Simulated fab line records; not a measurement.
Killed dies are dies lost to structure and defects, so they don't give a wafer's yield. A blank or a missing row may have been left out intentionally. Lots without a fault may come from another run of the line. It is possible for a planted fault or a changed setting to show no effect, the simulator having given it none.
What tool caused it? | flow nand_harc | 30 wafers from 10 lots sampled at 6 of the route's 1302 steps

== WHAT THE GAUGES SHOWED, per wafer ==
NHARC_A_ONON_D2_THK_MEAS_30: measures by ellipsometry.
lot  | measured     | on            | thk_nm (nm)
L735 | day 13 00:30 | film_metro-02 | 1007 1009 1007
L737 | day 13 18:12 | film_metro-02 | 986 987 986
L739 | day 14 12:22 | film_metro-02 | 982 982 981
L744 | day 16 16:53 | film_metro-01 | 999 1000 999
L747 | day 17 18:59 | film_metro-01 | 995 996 994
L751 | day 19 04:31 | film_metro-01 | 998 998 998
L754 | day 20 17:25 | film_metro-02 | 1013 1013 1013
L755 | day 21 13:55 | film_metro-01 | 995 993 994
L757 | day 21 14:16 | film_metro-02 | 1001 1003 1003
L758 | day 22 05:31 | film_metro-02 | 1004 1005 1004

NHARC_A_CHANNEL_HOLE_D2_CD_MEAS_10: the cd target is 100 nm.
lot  | measured     | on        | cd_nm (nm)
L735 | day 13 03:44 | cd_sem-01 | 100.2 100.8 100.0
L737 | day 14 01:52 | cd_sem-01 | 100.6 100.2 100.5
L739 | day 14 15:45 | cd_sem-02 | 100.6 100.0 100.7
L744 | day 16 20:04 | cd_sem-01 | 103.6 104.1 103.9
L747 | day 17 23:21 | cd_sem-01 | 104.3 105.3 104.3
L751 | day 19 10:37 | cd_sem-01 | 100.3 100.6 100.5
L754 | day 20 21:10 | cd_sem-01 | 99.3 100.5 99.4
L755 | day 21 18:52 | cd_sem-01 | 101.2 100.2 100.7
L757 | day 21 20:45 | cd_sem-03 | 99.6 100.1 100.5
L758 | day 22 08:54 | cd_sem-03 | 99.3 99.9 99.6

NHARC_A_CHANNEL_HOLE_D2_CD_MEAS_31.
lot  | measured     | on        | cd_nm (nm)
L735 | day 13 11:14 | cd_sem-03 | 92.0 92.6 91.7
L737 | day 14 11:08 | cd_sem-03 | 90.8 89.5 89.4
L739 | day 14 22:38 | cd_sem-01 | 90.8 91.7 92.6
L744 | day 17 02:56 | cd_sem-02 | 91.7 92.7 92.3
L747 | day 18 06:19 | cd_sem-01 | 94.4 94.1 94.4
L751 | day 19 17:31 | cd_sem-02 | 91.2 92.8 90.7
L754 | day 21 04:13 | cd_sem-02 | 89.3 90.4 87.9
L755 | day 22 01:45 | cd_sem-01 | 89.3 89.6 91.1
L757 | day 22 05:53 | cd_sem-03 | 90.1 89.6 89.3
L758 | day 22 15:48 | cd_sem-03 | 91.6 90.3 90.5

== WHAT TOOL EACH LOT RAN ON (gives the tool, then ch and the chambers of the sampled wafers, and finally the start) ==
lot  | NHARC_A_CHANNEL_HOLE_D2_PEB_08    | NHARC_A_CHANNEL_HOLE_D2_ETCH_21  | NHARC_A_CHANNEL_HOLE_D2_ETCH_22
L735 | litho_track-01 ch 0, day 13 03:39 | har_etch-02 ch 0,1, day 13 06:09 | har_etch-02 ch 0,1, day 13 06:35
L737 | litho_track-06 ch 0, day 14 01:47 | har_etch-01 ch 0,1, day 14 05:53 | har_etch-01 ch 0,1, day 14 06:19
L739 | litho_track-06 ch 0, day 14 15:40 | har_etch-01 ch 0, day 14 17:32   | har_etch-01 ch 0, day 14 17:59
L744 | litho_track-06 ch 0, day 16 19:59 | har_etch-01 ch 0,1, day 16 21:52 | har_etch-01 ch 0,1, day 16 22:19
L747 | litho_track-06 ch 0, day 17 23:16 | har_etch-01 ch 0, day 18 01:17   | har_etch-01 ch 0, day 18 01:44
L751 | litho_track-01 ch 0, day 19 10:32 | har_etch-02 ch 0,1, day 19 12:29 | har_etch-02 ch 0,1, day 19 12:56
L754 | litho_track-01 ch 0, day 20 21:05 | har_etch-01 ch 0,1, day 20 23:05 | har_etch-01 ch 0,1, day 20 23:35
L755 | litho_track-06 ch 0, day 21 18:47 | har_etch-02 ch 0, day 21 20:40   | har_etch-02 ch 0, day 21 21:07
L757 | litho_track-01 ch 0, day 21 20:40 | har_etch-02 ch 0, day 22 00:49   | har_etch-02 ch 0, day 22 01:16
L758 | litho_track-04 ch 0, day 22 08:49 | har_etch-01 ch 1, day 22 10:41   | har_etch-01 ch 1, day 22 11:07
- NHARC_A_CHANNEL_HOLE_D2_PEB_08: peb time 65 s.
- NHARC_A_CHANNEL_HOLE_D2_ETCH_21: etches the open film in C4F8/O2/Ar, time 514.3 s, target depth 1600 nm.
- NHARC_A_CHANNEL_HOLE_D2_ETCH_22: etches the open film in C4F8/O2/Ar, time 666.7 s, target depth 1600 nm.

== AS READ BY THE TOOLS THEMSELVES (means over the sampled wafers that have a number; for cases with no such wafer, the mark the record gives instead) ==
NHARC_A_CHANNEL_HOLE_D2_PEB_08.
lot  | tool           | heater_power_total_W (W) | plate_temp_C (C)
L735 | litho_track-01 | 156.7                    | 100.16
L737 | litho_track-06 | 156.7                    | 99.99
L739 | litho_track-06 | 156.9                    | 99.95
L744 | litho_track-06 | 159.9                    | 101.40
L747 | litho_track-06 | 159.9                    | 101.57
L751 | litho_track-01 | 156.6                    | 100.05
L754 | litho_track-01 | 157.2                    | 100.13
L755 | litho_track-06 | 156.9                    | 99.89
L757 | litho_track-01 | 156.8                    | 100.08
L758 | litho_track-04 | 156.8                    | 100.07

NHARC_A_CHANNEL_HOLE_D2_ETCH_21.
lot  | tool        | chamber_pressure_mTorr (mTorr) | drypump_motor_current_A (A) | showerhead_plenum_p_Torr (Torr) | throttle_valve_pct (%)
L735 | har_etch-02 | 20.015                         | 5.5                         | 3.66                            | 32.157
L737 | har_etch-01 | 20.022                         | 5.9                         | 3.62                            | 32.154
L739 | har_etch-01 | 19.993                         | 6.2                         | 3.55                            | 32.153
L744 | har_etch-01 | 19.995                         | 6.1                         | 3.56                            | 32.158
L747 | har_etch-01 | 20.019                         | 6.2                         | 3.51                            | 32.151
L751 | har_etch-02 | 20.005                         | 5.5                         | 3.62                            | 32.146
L754 | har_etch-01 | 20.003                         | 5.9                         | 3.56                            | 32.151
L755 | har_etch-02 | 20.000                         | 6.5                         | 3.60                            | 32.161
L757 | har_etch-02 | 19.999                         | 6.4                         | 3.60                            | 32.152
L758 | har_etch-01 | 19.992                         | 5.8                         | 3.59                            | 32.165

NHARC_A_CHANNEL_HOLE_D2_ETCH_22.
lot  | tool        | chamber_pressure_mTorr (mTorr) | drypump_motor_current_A (A) | showerhead_plenum_p_Torr (Torr) | throttle_valve_pct (%)
L735 | har_etch-02 | 20.000                         | 5.5                         | 3.66                            | 32.153
L737 | har_etch-01 | 20.005                         | 5.9                         | 3.62                            | 32.150
L739 | har_etch-01 | 20.013                         | 6.2                         | 3.55                            | 32.150
L744 | har_etch-01 | 20.004                         | 6.1                         | 3.56                            | 32.148
L747 | har_etch-01 | 19.996                         | 6.2                         | 3.51                            | 32.146
L751 | har_etch-02 | 20.006                         | 5.5                         | 3.62                            | 32.151
L754 | har_etch-01 | 19.976                         | 5.9                         | 3.56                            | 32.153
L755 | har_etch-02 | 20.007                         | 6.4                         | 3.60                            | 32.152
L757 | har_etch-02 | 20.002                         | 6.4                         | 3.60                            | 32.153
L758 | har_etch-01 | 19.986                         | 5.8                         | 3.59                            | 32.154

== THE ANSWER, worked out from the rows above alone ==
Rule: what is usual is taken from the lots themselves. Put in order of their means at a reading, lots are off if they are a third of the lots or fewer, leave a main group of 4 or more, and stand apart from it by a gap of 3 or more times the standard deviation of the main group's means; of several such gaps the widest counts. A main group whose means are all the same, to the digits that the tables above print for the reading, isn't used. A lot without any number at a reading at which 4 lots or more have one is off too. Where the step has rows for the other lots, those lots are counted as sound. The gauges are gone through in route order, then the tools' own readings, and for those a lot's mean is taken as printed above. The first step at which some lot is off is used, and at that step the reading that is off furthest; a lot without a number counts as furthest.
Off: L744, L747, at NHARC_A_CHANNEL_HOLE_D2_CD_MEAS_10 (cd_nm). For the main group the mean is 100.2 nm and the standard deviation 0.36.
A tool fits if, at a process step before that reading, it ran every lot that is off, and no sound lot after the first of them. The gauges at NHARC_A_CHANNEL_HOLE_D2_CD_MEAS_10 aren't tried: what is off there is off at NHARC_A_CHANNEL_HOLE_D2_PEB_08 too, on other tools, and a gauge's error can't cause that. None of those tried fits.

== WHAT WAS PUT IN BY THE SIMULATOR ==
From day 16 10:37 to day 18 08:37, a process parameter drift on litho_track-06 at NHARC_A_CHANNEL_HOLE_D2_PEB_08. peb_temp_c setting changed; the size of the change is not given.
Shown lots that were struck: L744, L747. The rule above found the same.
